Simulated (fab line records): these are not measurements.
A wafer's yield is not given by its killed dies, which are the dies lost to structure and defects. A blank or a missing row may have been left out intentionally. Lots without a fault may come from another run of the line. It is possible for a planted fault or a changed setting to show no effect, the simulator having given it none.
A lot that was struck, set against a sound lot || flow nand harc || 15 out of 1302 route steps
Sound: wafers L850.1, L850.3, L850.6. The struck wafers were L856.1, L856.2, L856.4. The cause is given at the end.
For every step that has rows: the tool of each side, followed by ch and its chambers, followed by its first start. Under that, the readings that differ: sound wafers || struck wafers || difference of the means || sigmas: that difference in standard deviations of wafers without a fault.
alike: a reading whose means differ by less than 2 such deviations, as well as words and numbers matching on both sides. not compared: withheld readings; readings where some wafer has no value; bounds like >300 that might hide an equal value; numbers whose values overlap and for which the record gives no deviation.
The two part at a step that has a row with sigmas, a row that says differs or no value, or rows on one side only. Non-overlapping numbers with no deviation appear without sigmas and do not part them. A reading missing from all wafers of one side parts the sides only when that side holds two or more wafers.

NHARC_A_CONTACT_CMP_20: polishes, t overpolish 30 s, target thk 300 nm.
  sound on cmp-02 ch 0,2, day 26 06:43; struck on cmp-03 ch 0,1,2, day 28 13:23
  alike: edge zone pressure frac, motor current A, overpolish run s, slurry filter dp kPa, slurry flow ml min, time to endpoint s
then, 1 step without rows for these wafers: NHARC_A_CONTACT_SRD_22.
NHARC_A_CONTACT_INSPECT_23:
  sound on defect inspect-01, day 26 07:05; struck on defect inspect-01, day 28 13:46
  alike: raw defect count
then, 8 steps without rows for these wafers: NHARC_A_BLC_DEHYDRATE_00 (time 120 s); NHARC_A_BLC_HMDS_01 (time 30 s); NHARC_A_BLC_COAT_02 (time 75 s); NHARC_A_BLC_COAT_03 (time 65 s); NHARC_A_BLC_COAT_04 (resist thk 90 nm); NHARC_A_BLC_SOFTBAKE_05 (time 55 s); NHARC_A_BLC_EBR_06; NHARC_A_BLC_EXPOSE_07 (exposes mask A BLC, target cd 100 nm).
NHARC_A_BLC_PEB_08: peb time 65 s.
  sound on litho track-06 ch 0, day 26 07:31; struck on litho track-01 ch 0, day 28 14:11
{"reading": "heater power total W (W)", "sound": "156.9 157.0 156.3", "struck": "138.8 138.5 138.2", "difference": -18.2, "sigmas": -43}
{"reading": "plate temp C (C)", "sound": "100.04 99.77 99.93", "struck": "91.68 91.54 91.78", "difference": -8.25, "sigmas": -59}
then, 1 step without rows for these wafers: NHARC_A_BLC_DEVELOP_09 (develop time 35 s).
NHARC_A_BLC_CD_MEAS_10: the cd target is 100 nm.
  sound on cd sem-03 ch 0, day 26 07:35; struck on cd sem-03 ch 0
{"reading": "cd nm (nm)", "sound": "99.2 99.0 99.9", "struck": "63.0 62.4 62.8", "difference": -36.6, "sigmas": -56}
  not compared: hold
NHARC_END_SORT_01:
  the record has rows for the sound wafers here (prober-02 ch 0, day 28 04:09) and none for the struck ones

## WHERE THEY PART
At NHARC_A_BLC_PEB_08 first; at NHARC_END_SORT_01 last (within this record only).

WHY: the cause the simulator had injected
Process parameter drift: litho track-01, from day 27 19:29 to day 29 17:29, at NHARC_A_BLC_PEB_08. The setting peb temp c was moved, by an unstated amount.
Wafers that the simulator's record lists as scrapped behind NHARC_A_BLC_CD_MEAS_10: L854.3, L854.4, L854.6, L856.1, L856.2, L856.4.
